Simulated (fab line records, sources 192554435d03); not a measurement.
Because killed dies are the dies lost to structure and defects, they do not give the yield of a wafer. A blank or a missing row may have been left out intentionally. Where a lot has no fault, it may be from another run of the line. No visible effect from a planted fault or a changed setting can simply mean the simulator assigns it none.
What tool caused it?    flow n5 finfet    11 lots, 33 wafers sampled, at 3 steps of a route of 1938

== WHAT EACH GAUGE READ, for each wafer ==
N5_PASSIVATION_OVL_MEAS_66. Usual: PASS_OPEN_OVL -1 nm, standard deviation 5.3.
lot   measured      on          PASS_OPEN_OVL (nm)  flag
L349  day 11 10:08  overlay-01  -6 -5 -8            
L351  day 11 17:55  overlay-02  10 8 6              
L352  day 12 21:51  overlay-02  -7 -3 -1            
L353  day 13 16:25  overlay-01  -4 -2 -5            
L354  day 13 01:25  overlay-02  0 2 4               
L357  day 13 15:27  overlay-01  -4 -3 -2            
L362  day 15 08:48  overlay-02  1 1 1               
L364  day 15 21:23  overlay-01  0 13 -3             
L368  day 16 19:16  overlay-02  -9 -2 -7            
L369  day 16 22:49  overlay-02  -3 2 1              
L370  day 16 22:59  overlay-01  -9 0 4              

== EACH LOT AND THE TOOL THAT RAN IT (in order: tool; ch and the chambers of the sampled wafers; start) ==
lot   N5_MOL_CONTACT_COAG_PRE_CLEAN_141  N5_MIM_BOT_ETCH_STRIP_01
L349  pvd sputter-03, day 4 19:43        rie diel-06 ch 0,1,3, day 11 03:47
L351  pvd sputter-01, day 5 07:38        rie diel-05 ch 1,3, day 11 13:13
L352  pvd sputter-03, day 5 14:10        rie diel-03 ch 0,1,2, day 12 17:04
L353  pvd sputter-03, day 5 20:40        rie diel-06 ch 2,3, day 13 09:07
L354  pvd sputter-03, day 6 04:37        rie diel-03 ch 0,1,3, day 12 20:31
L357  pvd sputter-03, day 6 20:47        rie diel-05 ch 0,1,3, day 13 09:00
L362  pvd sputter-03, day 8 03:20        rie diel-03 ch 1,2,3, day 15 01:14
L364  pvd sputter-01, day 8 15:21        rie diel-03 ch 0,1, day 15 16:14
L368  pvd sputter-03, day 9 12:04        rie diel-03 ch 0,1, day 16 12:56
L369  pvd sputter-03, day 10 00:00       rie diel-03 ch 0,1,2, day 16 17:56
L370  pvd sputter-02, day 10 00:46       rie diel-06 ch 0,1,2, day 16 18:22
- N5_MOL_CONTACT_COAG_PRE_CLEAN_141: time 60 s.
- N5_MIM_BOT_ETCH_STRIP_01: strips in O2.

== AS READ BY THE TOOLS THEMSELVES (means over the sampled wafers that have a number; for cases with no such wafer, the mark the record gives instead) ==
N5_MOL_CONTACT_COAG_PRE_CLEAN_141. Usual: heater power w at 495 W, with a standard deviation of 74.
lot   tool            heater power w (W)  flag
L349  pvd sputter-03  503                 
L351  pvd sputter-01  546                 
L352  pvd sputter-03  453                 
L353  pvd sputter-03  488                 
L354  pvd sputter-03  501                 
L357  pvd sputter-03  431                 
L362  pvd sputter-03  395                 
L364  pvd sputter-01  572                 
L368  pvd sputter-03  488                 
L369  pvd sputter-03  471                 
L370  pvd sputter-02  547                 

N5_MIM_BOT_ETCH_STRIP_01. Usual: chamber pressure mTorr 30.00 mTorr, standard deviation 0.078; drypump motor current A 5.6 A, standard deviation 0.42; oes product au 0.80 a.u., standard deviation 0.089; rf vpp V 3.6 V, standard deviation 1.4; showerhead plenum p Torr 2.08 Torr, standard deviation 0.077; throttle valve pct 16.68 %, standard deviation 0.17.
lot   tool         chamber pressure mTorr (mTorr)  drypump motor current A (A)  oes product au (a.u.)  rf vpp V (V)  showerhead plenum p Torr (Torr)  throttle valve pct (%)  flag
L349  rie diel-06  30.01                           5.6                          0.81                   2.4           2.08                             16.59                   
L351  rie diel-05  30.04                           5.2                          0.80                   3.5           2.05                             16.74                   
L352  rie diel-03  29.98                           5.9                          0.79                   3.0           2.06                             16.84                   
L353  rie diel-06  29.99                           6.2                          0.75                   5.0           2.06                             16.63                   
L354  rie diel-03  30.04                           5.6                          0.83                   3.6           2.07                             16.74                   
L357  rie diel-05  29.97                           5.4                          0.74                   5.1           2.06                             16.81                   
L362  rie diel-03  30.04                           5.7                          0.78                   3.3           2.05                             16.78                   
L364  rie diel-03  30.02                           5.6                          0.82                   4.2           2.11                             16.83                   
L368  rie diel-03  30.06                           5.6                          0.81                   2.9           2.10                             16.86                   
L369  rie diel-03  30.00                           5.9                          0.75                   3.1           2.05                             16.91                   
L370  rie diel-06  29.95                           5.4                          0.80                   2.5           2.15                             16.58                   

== THE ANSWER, worked out from the rows above alone ==
Rule: lot off if the mean of its wafers having a number is beyond 3 standard deviations from the usual mean. Also off: a lot with no number at a reading for which 4 or more lots have one. All remaining lots with rows at the step are treated as sound. Order of review: gauges by route order, followed by the tools' own readings, for which a lot's mean as printed above is used. At the first step where some lot is off, the reading lying furthest off is the one used; lots without a number count as furthest.
No lot is off at any reading shown: from this, nothing can be told.

== WHAT THE SIMULATOR PUT IN ==
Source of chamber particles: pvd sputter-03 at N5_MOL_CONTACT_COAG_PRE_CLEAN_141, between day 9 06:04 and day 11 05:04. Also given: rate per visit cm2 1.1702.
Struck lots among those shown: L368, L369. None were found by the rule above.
